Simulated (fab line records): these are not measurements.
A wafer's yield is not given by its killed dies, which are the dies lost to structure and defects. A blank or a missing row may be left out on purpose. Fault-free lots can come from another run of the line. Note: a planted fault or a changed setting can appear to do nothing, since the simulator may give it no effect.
Split-lot experiment | flow n5_finfet | 7 lots, 21 wafers read, on a route of 1938 steps

## THE SPLIT ITSELF
At N5_FIN_SAQP_EXPOSE_13 (exposes mask FIN CORE, target cd 35.6 nm), the setting dose_mj was moved away from the recipe's 63.25 on 4 of the 21 wafers read, by -5.7% to -2.9%. This setting was run at the recipe's value on the other wafers.

## FROM THE SPLIT TO THE READING: what the file shows between them, 2 steps
- N5_FIN_SAQP_PEB_14: peb time 60 s
- N5_FIN_SAQP_DEVELOP_15: develop time 30 s

## THE READING
cd_nm at N5_FIN_SAQP_CD_MEAS_16, given in nm (cd target 35.6 nm). Fault-free wafers of this fab line usually give 35.66 nm, standard deviation 0.25 nm.

wafer  | tool, chamber at the split | dose_mj as run | against the recipe | cd_nm, nm | against lot-mates on the recipe
L075.3 | arfi_scanner-03, 0         | 59.65          | -5.7%              | 37.19     | +1.46
L075.4 | arfi_scanner-03, 0         | 63.25          | recipe             | 35.78     | -
L075.6 | arfi_scanner-03, 0         | 63.25          | recipe             | 35.67     | -
L076.3 | arfi_scanner-02, 0         | 63.25          | recipe             | 36.03     | -
L076.5 | arfi_scanner-02, 0         | 63.25          | recipe             | 35.30     | -
L076.6 | arfi_scanner-02, 0         | 63.25          | recipe             | 35.58     | -
L080.1 | arfi_scanner-02, 0         | 63.25          | recipe             | 36.15     | -
L080.2 | arfi_scanner-02, 0         | 63.25          | recipe             | 35.36     | -
L080.3 | arfi_scanner-02, 0         | 63.25          | recipe             | 35.57     | -
L081.1 | arfi_scanner-01, 0         | 63.25          | recipe             | 36.01     | -
L081.2 | arfi_scanner-01, 0         | 63.25          | recipe             | 35.95     | -
L081.4 | arfi_scanner-01, 0         | 63.25          | recipe             | 36.24     | -
L083.2 | arfi_scanner-02, 0         | 61.41          | -2.9%              | 36.48     | +1.06
L083.5 | arfi_scanner-02, 0         | 63.25          | recipe             | 35.52     | -
L083.6 | arfi_scanner-02, 0         | 63.25          | recipe             | 35.31     | -
L085.4 | arfi_scanner-01, 0         | 63.25          | recipe             | 35.73     | -
L085.5 | arfi_scanner-01, 0         | 63.25          | recipe             | 36.26     | -
L085.6 | arfi_scanner-01, 0         | 63.25          | recipe             | 35.98     | -
L092.2 | arfi_scanner-02, 0         | 63.25          | recipe             | 35.75     | -
L092.5 | arfi_scanner-02, 0         | 60.09          | -5.0%              | 37.42     | +1.67
L092.6 | arfi_scanner-02, 0         | 60.09          | -5.0%              | 37.45     | +1.70

FIT RESULTS
A straight line over all 21 wafers: cd_nm changes by -0.294 nm for each +1% of dose_mj; r = -0.89; the points scatter about the line by 0.3 nm.
The same after taking each lot's own level away (the mean of its wafers on the recipe; 21 wafers): -0.31 nm for each +1%; r = -0.94; scatter 0.23 nm.
Per that fit: largest dose_mj move, reading shift of 1.8 nm.
Measured against the standard deviation above, the lots' own levels, which go from 35.415 to 36.067 nm, span 2.6 times it.
Consequently the slope shifts little with the lot-to-lot level, the two slopes agreeing.
Check: with one of the wafers moved furthest among these (-5.7%) left out of the fit, the line predicts +1.94 nm for it against its lot-mates. Against them it came out at +1.46 nm.

## OTHER SPLITS APPLIED TO THESE WAFERS
These wafers also went through other splits before the reading. Each is held against what the fit with the lots' levels taken away leaves over:
other split on the same wafers                    | wafers away from the commonest value | r with cd_nm (lot level and that fit taken away)
N5_WELL_APT_COAT_02 spin_rpm                      | 6                                    | -0.03
N5_PMOS_HMC_CHANNEL_EPI_PEB_07 peb_time_s         | 6                                    | +0.06
N5_PMOS_HMC_CHANNEL_EPI_DEVELOP_08 develop_time_s | 8                                    | +0.03
N5_FIN_SAQP_HM_DEP_03 time_s                      | 7                                    | -0.08

## FILE'S OWN FIT
cd_nm changes by -0.301 nm for each +1% of dose_mj, r = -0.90.
